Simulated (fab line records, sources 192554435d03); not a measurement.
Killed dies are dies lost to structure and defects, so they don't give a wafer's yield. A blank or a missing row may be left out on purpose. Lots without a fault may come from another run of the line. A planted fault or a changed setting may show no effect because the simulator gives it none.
fab line records | flow n5_finfet
record lots=4 wafers=12 last_day=15
route steps=1938 shown ILD0@342 SDB@347 DUMMY_REMOVAL@377 BEOL_M4@1111 PASSIVATION@1936
lots that met no fault: from a run of the same line without faults
start_h: hours from the record's first day to the start of the lot's first wafer shown | wait_h: hours since the lot's step before | " the same as in the row above | L1.1+2: a row that stands for several wafers | - no value, or no start given | * or withheld: withheld | < > ~ a bound
route shown NAME@n: a module of which the file shows steps, and the number in the route of the first | usual: mean/standard deviation of fault-free wafers | same: alike in all rows | chamber/n: place in a boat | sites: the reading at each site | _std_site: their standard deviation | _edge_site: outer sites' mean less inner sites' | radius_mm: how far each site lies from the wafer's centre | mask NAME#n: copy n | behind: the tool/chamber that last shaped the wafer | hold: why the lot was held/for how many hours/how that ended | device: the transistor (n, p or np) that didn't switch | end of line: the same wafers' tests at the end of the route | a step without rows: its recipe alone | killed: dies lost to structure and defects at the first sort, not the wafer's yield | map: a wafer's dies, x killed, . not, _ none there
set.NAME: the setting as run; set.NAME@STEP: as run at that earlier step | model.NAME: the simulator's own value behind a step, which no gauge read
lots at some steps of the route; a table a step, a row a wafer
services: from which hour (start_h, from the record's first day; less than 0 if before it) a tool's chamber was out of use, for how many hours, and why
## steps
# step N5_ILD0_PRECLEAN_10
# recipe chemistry=NF3:NH3 afs_cycles=5 time_s=20 temp_c=30 sublimation_temp_c=180 sublimation_time_s=60 pressure_torr=3 rf_power_w=30
# step N5_ILD0_ALD_15
# recipe material=SiNx target_thk_a=240 temp_c=400 ald_precursor_family=SiH2I2 ald_co_reactant=N2/H2-plasma pulse_time_s=1 ald_cycles=480 purge_time_s=2 co_reactant_purge_time_s=2 pressure_torr=2
# step N5_ILD0_CMP_12
# recipe stop_on=poly-Si material=SiNx t_overpolish_s=6 post_cmp_clean=alkaline_brush down_force_psi=2.5 platen_rpm=51.8 pad_velocity_m_s=1.0307 target_thk_nm=17.67
# step N5_SDB_HM_DEP_00
# recipe material=SiNx target_thk_a=400 temp_c=400 precursor=SiH4/NH3/N2 pressure_torr=1.5 rf_w=300 time_s=35.3
# step N5_SDB_COAT_03
# recipe resist=SOC temp_c=250 time_s=60 spin_rpm=1500 resist_thk_nm=100
# step N5_SDB_COAT_04
# recipe resist=SiARC temp_c=220 time_s=60 spin_rpm=1500 resist_thk_nm=18
# step N5_SDB_COAT_05
# recipe resist=CAR-ArF spin_rpm=1500 resist_thk_nm=90
# step N5_SDB_EBR_07
# recipe solvent=PGMEA ebr_width_mm=1.5
# step N5_SDB_SOFTBAKE_06
# recipe temp_c=110 time_s=60 resist=CAR-ArF
# step N5_SDB_EXPOSE_08
# recipe mask_id=SDB na=1.35 source_shape=conventional sigma_outer=0.5 polarization=unpolarized dose_mj=49.6
# same na=1.35
# columns lot.wafer tool chamber start_h wait_h mask model.SDB.overlay_x_nm
L500.1+4+6 arfi_scanner-01 0 80.59 - SDB#0 0.4
L504.1+2+6 arfi_scanner-01 0 105.60 - SDB#0 7.8
L505.2+3+4 arfi_scanner-01 0 108.07 - SDB#0 7.8
L515.1+4+6 arfi_scanner-02 0 168.52 - SDB#0 0
# step N5_SDB_PEB_09
# recipe peb_temp_c=withheld peb_time_s=60 resist=CAR-ArF
# step N5_SDB_DEVELOP_10
# recipe develop_time_s=30 developer=TMAH resist=CAR-ArF rinse_liquid=diw dry=air_spin dev_temp_c=23
# step N5_SDB_OVL_MEAS_12
# recipe points_per_wafer=44
# usual SDB_OVL=0.2/0.66
# same points_per_wafer=44
# columns lot.wafer tool chamber start_h wait_h SDB_OVL[nm]
L500.1 overlay-01 0 80.75 0.0 1.2
L500.4 " 0 " " 1.5
L500.6 " 0 " " 0.9
L504.1 overlay-02 0 105.75 0.0 7.7
L504.2 " 0 " " 8.1
L504.6 " 0 " " 8.1
L505.2 overlay-01 0 108.22 0.0 7.6
L505.3 " 0 " " 8.0
L505.4 " 0 " " 6.8
L515.1 overlay-02 0 168.68 0.0 -0.3
L515.4 " 0 " " 1.4
L515.6 " 0 " " 0.2
# step N5_SDB_DESCUM_16
# recipe chemistry=O2 time_s=7.9 source_power_w=50 bias_power_w=20 pressure_mtorr=20 rf_frequency_hz=2.712e+07 temp_c=40 resist=CAR-ArF o2_flow_sccm=225
# step N5_SDB_ETCH_17
# recipe chemistry=CF4 target=SiARC target_depth_a=234 mask_material=CAR-ArF time_s=39 ion_energy_ev=80 pressure_mtorr=40 source_w=545 bias_w=36 Ar_flow_sccm=100 cf4_flow_sccm=100 ends=cleared
# step N5_SDB_ETCH_18
# recipe chemistry=N2/H2 target=SOC target_depth_a=1000 overetch_a=200 mask_material=SiARC temp_c=40 time_s=150 ion_energy_ev=200 pressure_mtorr=30 source_w=840 bias_w=150 n2_flow_sccm=200 h2_flow_sccm=200
# step N5_SDB_STRIP_19
# recipe chemistry=N2/H2 temp_c=40 n2_flow_sccm=200 h2_flow_sccm=200 rf_frequency_hz=6e+07
# step N5_SDB_STRIP_21
# recipe chemistry=CF4 resist=SiARC power_w=300 bias_power_w=75 pressure_mtorr=50 cf4_flow_sccm=150 rf_frequency_hz=6e+07
# step N5_SDB_HM_OPEN_20
# recipe chemistry=CH3F/O2 target=SiNx mask_material=SOC target_depth_a=240 stop_on=poly-Si over_etch_frac=0.4 ion_energy_ev=120 pressure_mtorr=30 source_w=395 bias_w=73 Ar_flow_sccm=150 CH3F_flow_sccm=30 O2_flow_sccm=20
# step N5_SDB_STRIP_22
# recipe chemistry=N2/H2 power_w=1000 temp_c=250 h2_frac=0.65 overash_fraction=0.3 pressure_mtorr=withheld n2_flow_sccm=1750 h2_flow_sccm=3250
# step N5_SDB_PRECLEAN_23
# recipe chemistry=dHF time_s=30 temp_c=25 dilution=withheld
# step N5_SDB_DUMMY_REMOVE_24
# recipe chemistry=TMAH temp_c=70 target=poly-Si stop_on=SiO2 target_depth_nm=142 conc_wt_pct=5 time_s=57 dry=ipa_marangoni rinse_time_s=30 rinse_temp_c=23
# step N5_SDB_ETCH_25
# recipe chemistry=C4F6/O2 target=SiO2 target_depth_a=100 time_s=3.3 ion_energy_ev=250 mask_material=SiNx pressure_mtorr=30 source_w=345 bias_w=185 Ar_flow_sccm=300 C4F6_flow_sccm=10 O2_flow_sccm=10
# step N5_SDB_CUT_ETCH_26
# recipe chemistry=HBr/Cl2/O2 target=Si target_depth_a=1296 bt_time_s=20 mask_material=SiNx time_s=51.8 ion_energy_ev=* bias_w=* pressure_mtorr=10 icp_w=800 HBr_flow_sccm=150 Cl2_flow_sccm=80 O2_flow_sccm=12
# step N5_SDB_PRECLEAN_38
# recipe chemistry=dHF time_s=10 dilution=750:1 temp_c=25
# step N5_SDB_PRECLEAN_39
# recipe chemistry=O3/DIW time_s=45 temp_c=22 o3_ppm=10
# step N5_SDB_SRD_28
# recipe dry=ipa_marangoni time_s=30 temp_c=23 rinse_liquid=diw
# step N5_SDB_ALD_29
# recipe material=SiNx target_thk_a=300 temp_c=400 ald_precursor_family=SiH2I2 ald_co_reactant=N2/H2-plasma pulse_time_s=1 ald_cycles=600 purge_time_s=2 co_reactant_purge_time_s=2 pressure_torr=2
# step N5_SDB_CMP_30
# recipe stop_on=poly-Si t_overpolish_s=1.54 post_cmp_clean=alkaline_brush down_force_psi=4.1491 platen_rpm=51.796 pad_velocity_m_s=1.0306 target_thk_nm=30
# step N5_DUMMY_REMOVAL_HM_STRIP_01
# recipe chemistry=CH3F/O2 material=SiNx target_depth_a=40 stop_on=poly-Si time_s=6.8 over_etch_frac=0.3 ion_energy_ev=60 power_w=410 bias_w=29 Ar_flow_sccm=150 CH3F_flow_sccm=30 O2_flow_sccm=20
# step N5_DUMMY_REMOVAL_STRIP_10
# recipe chemistry=N2/H2 time_s=40 power_w=100 temp_c=40 pressure_mtorr=100 rf_frequency_hz=6e+07 bias_power_w=3 n2_flow_sccm=300 h2_flow_sccm=300
# step N5_DUMMY_REMOVAL_PRECLEAN_07
# recipe chemistry=dHF time_s=30 temp_c=25 dilution=withheld
# step N5_DUMMY_REMOVAL_DUMMY_REMOVE_02
# recipe chemistry=TMAH temp_c=70 target=poly-Si stop_on=SiO2 target_depth_nm=142 conc_wt_pct=5 time_s=57 dry=ipa_marangoni rinse_time_s=30 rinse_temp_c=23
# step N5_DUMMY_REMOVAL_PRECLEAN_08
# recipe chemistry=NF3:NH3 afs_cycles=2 temp_c=30 time_s=20 sublimation_temp_c=180 sublimation_time_s=60 pressure_torr=3 rf_power_w=30
# step N5_BEOL_M4_RC_MEAS_101
# usual DIBL_N=35.9/1.9 DIBL_P=35.8/2.4 IOFF_N=0.15/0.031 IOFF_P=0.21/0.037 ION_N=672/13 ION_P=462/8.3 SS_N=71.5/0.72 SS_P=73.2/0.67 VT_N=250/3.4 VT_P=-250/3.4
# columns lot.wafer tool chamber start_h wait_h DIBL_N[mV/V] DIBL_P[mV/V] IOFF_N[nA/um] IOFF_P[nA/um] ION_N[uA/um] ION_P[uA/um] SS_N[mV/dec] SS_P[mV/dec] VT_N[mV] VT_P[mV]
L500.1 prober-02 0 184.82 0.0 33.5 34.2 0.13 0.15 664 452 71.4 72.9 253 -256
L500.4 " 0 " " 35.1 36.1 0.14 0.17 671 453 71.6 73.5 252 -257
L500.6 " 0 " " 33.6 33.3 0.11 0.13 644 437 71.1 72.4 257 -261
L505.2 prober-02 0 203.16 0.2 35.0 35.6 0.13 0.20 659 458 71.2 72.7 254 -251
L505.3 " 0 " " 34.3 34.7 0.13 0.19 657 462 70.4 72.9 252 -251
L505.4 " 0 " " 38.3 39.3 0.21 0.27 690 473 71.4 74.4 245 -247
L504.1 prober-02 0 203.94 0.3 35.8 34.7 0.15 0.19 658 453 72.4 72.5 252 -252
L504.2 " 0 " " 35.3 34.8 0.13 0.18 662 454 70.6 72.5 255 -250
L504.6 " 0 " " 37.9 37.9 0.19 0.24 685 474 71.7 73.3 247 -248
L515.1 prober-02 0 260.98 0.0 39.3 38.9 0.20 0.26 675 465 72.4 74.0 245 -247
L515.4 " 0 " " 38.9 37.3 0.19 0.23 681 461 73.0 74.1 247 -250
L515.6 " 0 " " 37.5 36.9 0.16 0.23 676 470 72.7 74.3 249 -248
# step N5_PASSIVATION_PROBE_49
# usual defect_limited_yield=91.6/1.2 killed_at_M0_to_M3=33/9.4 killed_at_M4_up=13/5.2 killed_at_contacts=13/5.6 killed_at_front_end=37/9.5 killed_at_other=4/3.1 killed_dies=99/15 killed_on_rim=13/3.6 killed_open=65/11 killed_short=32/7.5 sort_bin_5_function=4.9/0.77 sort_bin_6_memory=3.1/0.65 sort_bin_8_speed=0.01/0.056 sort_n_pass=1081/15 sort_yield_pct=91.6/1.2
# same gross_dies=1180 killed_at_back_side=0 sort_bin_4_leakage[%]=0
# columns lot.wafer tool chamber start_h wait_h defect_limited_yield[%] killed_at_M0_to_M3 killed_at_M4_up killed_at_contacts killed_at_front_end killed_at_other killed_dies killed_on_rim killed_open killed_short sort_bin_5_function[%] sort_bin_6_memory[%] sort_bin_8_speed[%] sort_n_pass sort_yield_pct[%]
L504.1 prober-01 - 309.26 0.0 41.6 31 8 21 628 1 689 84 76 20 29.7 3.1 0 491 41.6
L504.2 prober-01 - 309.31 0.1 20.1 28 10 9 896 0 943 107 53 30 40.3 2.5 0 237 20.1
L504.6 prober-01 - 309.51 0.3 25.1 13 12 24 831 4 884 117 60 27 38.7 2.4 0 296 25.1
L505.2 prober-02 - 323.84 0.1 46.4 24 5 15 579 9 632 76 54 35 27.6 2.4 0 548 46.4
L505.3 prober-02 - 323.89 0.1 15.9 41 11 13 921 6 992 126 59 42 41.1 3.6 0 188 15.9
L505.4 prober-02 - 323.94 0.2 34.9 31 13 1 715 8 768 103 60 36 32.9 3.1 0 412 34.9
# killed by level:class
L504.1 SDB:overlay=593 MOL_CONTACT_COAG:geometric_particle:open=18 BEOL_M3:geometric_particle:open=10 FIN_SAQP:geometric_particle:open=8 BEOL_M1:geometric_particle:open=8 STI_FIN_REVEAL:geometric_particle:open=7 BEOL_M2:geometric_particle:open=5 GATE_CUT:geometric_particle:short=4
L504.2 SDB:overlay=860 FIN_SAQP:geometric_particle:open=6 STI_FIN_REVEAL:geometric_particle:open=6 GATE_CUT:geometric_particle:short=6 BEOL_M0_SAQP:geometric_particle:short=6 BEOL_M3:geometric_particle:open=6 MOL_CONTACT_COAG:geometric_particle:open=5 GATE_CUT:geometric_particle:open=4
L504.6 SDB:overlay=797 MOL_CONTACT_COAG:geometric_particle:open=22 FIN_SAQP:geometric_particle:open=6 STI_FIN_REVEAL:geometric_particle:open=6 BEOL_M3:geometric_particle:open=5 FIN_SAQP:geometric_particle:short=4 GATE_CUT:geometric_particle:short=4 GATE_CUT:geometric_particle:open=3
L505.2 SDB:overlay=542 FIN_SAQP:geometric_particle:short=13 MOL_CONTACT_COAG:geometric_particle:open=12 FIN_SAQP:geometric_particle:open=8 BEOL_M1:geometric_particle:open=8 BEOL_M0_SAQP:geometric_particle:short=4 BEOL_M3:geometric_particle:open=4 STARTING-WAFER:geometric_particle:short=4
L505.3 SDB:overlay=891 MOL_CONTACT_COAG:geometric_particle:open=11 BEOL_M0_SAQP:geometric_particle:short=10 FIN_SAQP:geometric_particle:short=9 BEOL_M1:geometric_particle:short=9 FIN_SAQP:geometric_particle:open=8 BEOL_M0:geometric_particle:open=7 BEOL_M3:geometric_particle:open=6
L505.4 SDB:overlay=671 FIN_SAQP:geometric_particle:short=12 FIN_SAQP:geometric_particle:open=11 BEOL_M1:geometric_particle:open=10 STI_FIN_REVEAL:geometric_particle:open=8 BEOL_M0_SAQP:geometric_particle:open=6 BEOL_M3:geometric_particle:open=6 BEOL_M4:geometric_particle:open=5
# map L504.2 (x killed, . not)
_________________..xxxxxx...x________________
______________.xxxxxxxx.xxx.x..._____________
___________xx.xxxxxxx.x..xxxxxxxx..__________
__________xx.xxxxxx.xxxxxxxxxxxxxxx._________
________xxxx.xxxxx.xxxxxxxxxx.x.xxx.xx_______
_______x.xxxxxxx.xx.xx.xxxxxxxxxxxxxxxx______
______xxx.xxxx.xxxxxxxx.xxxxxxxxxx.xxxxx_____
_____xxxxx.xxxxxx.xxxxxx.xxxxx..xx.xxxxxx____
____xxx.xx..xxxxxxxx..xxxxx..xxxx.xxxxxxxx___
___...xx.xxxxxxx....xx..xxxxxxxxx.x.xxxxx.x__
___x.xxxxx.x.xxxx.xxxx.xx.x.x.xxxxxxxx.x..x__
__x.xxx..xxxxx..xxxxxx.xxxxxxxx..xxxxx.xxx.._
__xx.xxxxxxxx.xxxxxx.xxx.xxxxxxxxxxxxxxxx.xx_
_xxxxx.xx.xx.xxxxxxx.xxxxxxxxxxxxxxxxxxxxxxxx
_xxxxx.x.x.xxxxxxxx.xxxxxxx.xxxxxx.xxxx..xxxx
_.xxxxxxxxx.xxxxxx.xxxx.xx.x.x.xxxx.xxxxxxxxx
_xxxxxxxxxxxxx.xxxxxxxxx..xxxxx.xxx.xxxxx.xxx
_.xxx..xxxxxxx..xxxxxx.xxxx.xxx.xxx.xxxxxxxxx
_.xxxxx.xxxxxxxxxxx.xxx.xx.x.xxx.xxx.x.x.xx.x
_.xx.xxxxxxxxxxxxxxx.xxx.xxxxxxxxxxxxx..xxxx.
_xxxxxxx..x.xxxxxx.xxx.xxxxxxxx.xxxxxxxxxx.xx
__.xxxxxxx..xxxx.xxxxxx...xxxxxxxx.xxxx.xx.x_
__xxxxxxxxxxx.xxxx.xxxxxxxx.xxxxxx..xxxxxxxx_
___x.xx.xx..xxxxxxxxxxxxxxx..xxxxxxxxxxxxxx__
___x.x.x..xx.xxxxxxxxxxxxxxx.xxx.xxx.x..x.x__
____.xxxxxxx.xxxxxxxx.xxx.x.x.x.xxxx.xxxxx___
_____..xxxxxx.xxxxx.xx..xxxxxxxx.xxxxxxxx____
______xxxxx.xxxxxx.xxxxxxx..xx.xx..xxxx._____
_______.xxxx.xxxxxxxxxxx..xxxxxxx..xx.x______
________.xxx.xxxx.xx.xx.xxxxxxxxx..xxx_______
__________xx.xx.x.xxxxxxx.x.x.xxx..._________
___________.xxxxxxxxxxxxxxxx.x.xxxx__________
______________x.x.xx.xx.xxx.xxx._____________
_________________.xxxxxxxx..x________________
# map L505.3 (x killed, . not)
_________________xx.xxxx.xxxx________________
______________xx.xxxxxxxxx.xxxxx_____________
___________x.xxxxxxx.xxxxxx..xx.xx.__________
__________xxxxxxxxxxxxxxxxx.xxxx.xxx_________
________xxx.xxxxxxxxxx.xxxx...xxx.x..._______
_______xx.x.xxxxxxxxxx.xxxxxxxxxx.xxxxx______
______xx.xxxxxxx.xxxxxxx.xxxxxxxxxxxxxxx_____
_____.xxxxxxxx.xxxx.xxxxxxx..xxxxx.xxx..x____
____xxx.xx.x.xx.xxx.xx.xxxxxxxxx...xxx.xx.___
___..xx.xxxxxx.xxx.xxxxxxxxxxxxxxxxx.xxxxxx__
___xxxx.xxxxxxxxxxxxxxxxxxxxxxxxxxxxxx.xxxx__
__xxxxxxxxxxxxxxx.xxx.xxxxxx.x..xxxxxxxxxxx._
__xxxxxxxxxxxxxxxxxxxxxxxx.x..xx.x.xxxxxxxxx_
_.x.x.x.xx.x.xxxxxxxxxxxxxxxxxxxx.xxxx.xxxxxx
_.xx.x.xxxxxxxxxxxxxx.x..xxxxxx.xxxxxxxx.xxxx
_xxxxxxxx.xxxxxxxxxx.xxxxxxx..xxxxxxxxx.xxxxx
_xxx.xxx..xx.xxxxxxxxxxxxxxxxxxx.xxxx.xx.x.xx
_xxxxxxxxx..xxxxxx.xxxxxxxx.xxxxxxxxxxx.xxxxx
_xxxxxx.xxxxxxxxxxxxxx.xxxx.x..xx.xxxxxxxx.x.
_xxxxxxxxxxxxxxxxxxxxxxxx.xxxxxxxxxxx.x.xxxxx
_xxxxxxxxxxxx.xxxxx.xxxxxxxxxxxxxx.xxxxxxxxxx
__xxxxxx.xxxxx..xxxxxx.xxxxxxxxxxxxxxxx.x.xx_
__x.xx.xxxxxxxx.xxxxxx.xx.xxx.xxxxxxx.xxxxxx_
___xxxxxxx.xxxxxxxx.xx.xxxxx...xx.xxxxx.xxx__
___xx.xx...xxxxx..xxxxxxxxx.x.xx.xxxxxxxxxx__
____xxxxxx.xxx.xxxxxxxxxxxxxxxxx..xxxxxxx.___
_____xxx.xxxxxxxx.xxx..xxxxxxxxxxxxx..xxx____
______xxxx.xxxxxxxxx.x.xx.xxx.xxxx.xxxxx_____
_______xxxxxxxxxxxx.x.xxx.x.xx.xxx...xx______
________xxxxxxxxxx.xxxxxx...xxx.xxxxxx_______
__________x.xxxxxxxxxxxxxxxxxxx...x._________
___________x.xx.xxxxxxxxxxxxx..xxxx__________
______________xxxxxxxxx..xxxxxxx_____________
_________________.xxxx..xxxxx________________
## services
# columns tool chamber start_h hours kind
arfi_scanner-01 - 65.50 3.1 pm
arfi_scanner-01 - 71.91 0.8 pm
arfi_scanner-02 - 78.91 11.0 repair
arfi_scanner-01 0 79.18 - calibration
arfi_scanner-01 - 88.39 1.5 repair
arfi_scanner-02 - 104.66 1.3 pm
arfi_scanner-02 - 121.20 0.8 pm
arfi_scanner-02 0 140.65 - calibration
arfi_scanner-01 - 143.65 1.3 pm
arfi_scanner-02 - 155.98 0.3 repair
## key
first_sign step=N5_SDB_OVL_MEAS_12 reading=SDB_OVL direction=up sigmas=11 usual=0.2 struck=7.7
effect step=N5_PASSIVATION_PROBE_49 reading=killed_at_front_end direction=up sigmas=76 usual=37 struck=762
model_effect step=N5_SDB_EXPOSE_08 value=SDB.overlay_x_nm without=0 struck=7.8
more_kills_born_at N5_SDB_EXPOSE_08@arfi_scanner-01=4354
met_at N5_SDB_EXPOSE_08
struck_wafers L504.1,L504.2,L504.6,L505.2,L505.3,L505.4
onset_between 80.59 105.60
fault kind=scanner_matching_overlay tool=arfi_scanner-01 chamber=- onset_h=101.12 steps=N5_SDB_EXPOSE_08 offset=7.812
